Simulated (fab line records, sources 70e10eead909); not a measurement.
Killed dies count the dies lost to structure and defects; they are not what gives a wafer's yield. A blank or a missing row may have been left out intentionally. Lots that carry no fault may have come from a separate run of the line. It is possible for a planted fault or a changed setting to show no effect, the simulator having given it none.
Matching of chambers | flow nandHarc | aldHk-04 running NHARC_A_CHANNEL_FILL_D1_ALD_02: 4 sister chambers
The step deposits SiO2, target thk 6 nm, pulse time 10 s, ald cycles 60. 14 wafers are shown with their chamber, then 7 later ones without.

## WAFERS, EACH WITH ITS CHAMBER
wafer  | chamber | heaterPowerW (W) | precursorPulseHeightRel
L075.2 | 3       | 460              | 0.997
L075.3 | 1       | 480              | 0.972
L075.5 | 3       | 463              | 0.987
L079.2 | 1       | 485              | 1.026
L079.4 | 2       | 474              | 0.973
L079.5 | 1       | 487              | 0.971
L083.1 | 0       | 594              | 0.989
L083.2 | 2       | 457              | 0.988
L083.6 | 3       | 451              | 0.962
L092.1 | 1       | 482              | 0.989
L092.2 | 3       | 458              | 0.998
L092.4 | 0       | 597              | 0.998
L094.1 | 0       | 581              | 1.011
L094.4 | 1       | 479              | 0.970

SIGNATURES (averages over the wafers above)
reading                 | chamber 0 | chamber 1 | chamber 2 | chamber 3 | scatter within a chamber
heaterPowerW            | 590.67    | 482.60    | 465.50    | 458.00    | 6.42
precursorPulseHeightRel | 0.99933   | 0.98560   | 0.98050   | 0.98600   | 0.0187
Rule: distance of a wafer from a chamber = root of the sum over the readings of ((wafer's reading minus chamber's mean) / reading's scatter) squared. The wafer belongs to the nearest chamber; if the next one is less than 2 further off, it can't be placed. How the scatter is found: for the shown wafers, subtract from each reading the mean of its chamber, square and add these, divide the total by (wafers less chambers), then take the root.

## WAFERS WHOSE CHAMBER IS MISSING
wafer  | heaterPowerW (W) | precursorPulseHeightRel
L094.5 | 468              | 0.976
L096.1 | 461              | 0.976
L096.2 | 472              | 1.005
L096.3 | 446              | 1.012
L097.1 | 586              | 0.968
L097.5 | 593              | 0.966
L097.6 | 463              | 0.967

## THE CHAMBER EACH PASSED THROUGH
wafer  | from the rows above          | in truth
L094.5 | can't be placed: 2 or 3 or 1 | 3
L096.1 | can't be placed: 3 or 2      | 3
L096.2 | can't be placed: 2 or 1 or 3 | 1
L096.3 | can't be placed: 3 or 2      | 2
L097.1 | 0                            | 0
L097.5 | 0                            | 0
L097.6 | can't be placed: 2 or 3      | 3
Correct placement for 2 of the 7. Not placeable from these rows: 5 (in 5, the candidates include the true chamber). 0 placed wrongly.
